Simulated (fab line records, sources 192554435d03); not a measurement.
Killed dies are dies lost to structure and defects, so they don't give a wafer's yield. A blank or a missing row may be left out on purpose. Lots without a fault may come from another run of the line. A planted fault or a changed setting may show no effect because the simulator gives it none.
Chamber matching | flow n5_finfet | N5_BEOL_M1_DESCUM_33 on rie_diel-01: 4 sister chambers
The step chemistry O2, time 7 s. 14 wafers are shown with their chamber, then 7 later ones without.

WAFERS WITH THEIR CHAMBER
wafer  | chamber | showerhead_plenum_p_Torr (Torr) | throttle_valve_pct (%) | oes_product_au (a.u.)
L774.3 | 1       | 2.13                            | 20.27                  | 0.92
L774.5 | 1       | 2.13                            | 20.25                  | 0.92
L774.6 | 2       | 2.15                            | 20.45                  | 0.72
L780.3 | 2       | 2.14                            | 20.45                  | 0.72
L780.5 | 3       | 2.01                            | 20.58                  | 0.72
L780.6 | 2       | 2.14                            | 20.46                  | 0.72
L781.1 | 1       | 2.13                            | 20.27                  | 0.89
L781.2 | 0       | 2.03                            | 20.79                  | 0.76
L781.5 | 0       | 2.03                            | 20.79                  | 0.77
L782.1 | 0       | 2.03                            | 20.79                  | 0.77
L782.3 | 2       | 2.14                            | 20.46                  | 0.71
L782.4 | 1       | 2.13                            | 20.28                  | 0.89
L785.2 | 3       | 2.01                            | 20.60                  | 0.71
L785.3 | 0       | 2.03                            | 20.80                  | 0.77

SIGNATURES (means of the wafers above)
reading                  | chamber 0 | chamber 1 | chamber 2 | chamber 3 | scatter within a chamber
showerhead_plenum_p_Torr | 2.0300    | 2.1300    | 2.1425    | 2.0100    | 0.00274
throttle_valve_pct       | 20.7925   | 20.2675   | 20.4550   | 20.5900   | 0.00922
oes_product_au           | 0.7675    | 0.9050    | 0.7175    | 0.7150    | 0.0105
Rule: a wafer's distance from a chamber is the root of the sum, over the readings, of the square of ((its reading less the chamber's mean) divided by the reading's scatter). The wafer belongs to the nearest chamber; if the next one is less than 2 further off, it can't be placed. The scatter: the root of (the sum of the squares of (reading less its chamber's mean) over the shown wafers, divided by (wafers less chambers)).

WAFERS WITHOUT THEIR CHAMBER
wafer  | showerhead_plenum_p_Torr (Torr) | throttle_valve_pct (%) | oes_product_au (a.u.)
L785.6 | 2.13                            | 20.28                  | 0.88
L787.2 | 2.02                            | 20.79                  | 0.77
L787.4 | 2.14                            | 20.48                  | 0.70
L787.5 | 2.02                            | 20.81                  | 0.76
L788.1 | 2.02                            | 20.81                  | 0.76
L788.4 | 2.12                            | 20.30                  | 0.88
L788.6 | 2.12                            | 20.30                  | 0.88

WHICH CHAMBER EACH WENT THROUGH
wafer  | from the rows above | in truth
L785.6 | 1                   | 1
L787.2 | 0                   | 0
L787.4 | 2                   | 2
L787.5 | 0                   | 0
L788.1 | 0                   | 0
L788.4 | 1                   | 1
L788.6 | 1                   | 1
Placed correctly: 7 of 7. Can't be placed from these rows: 0. Placed wrongly: 0.
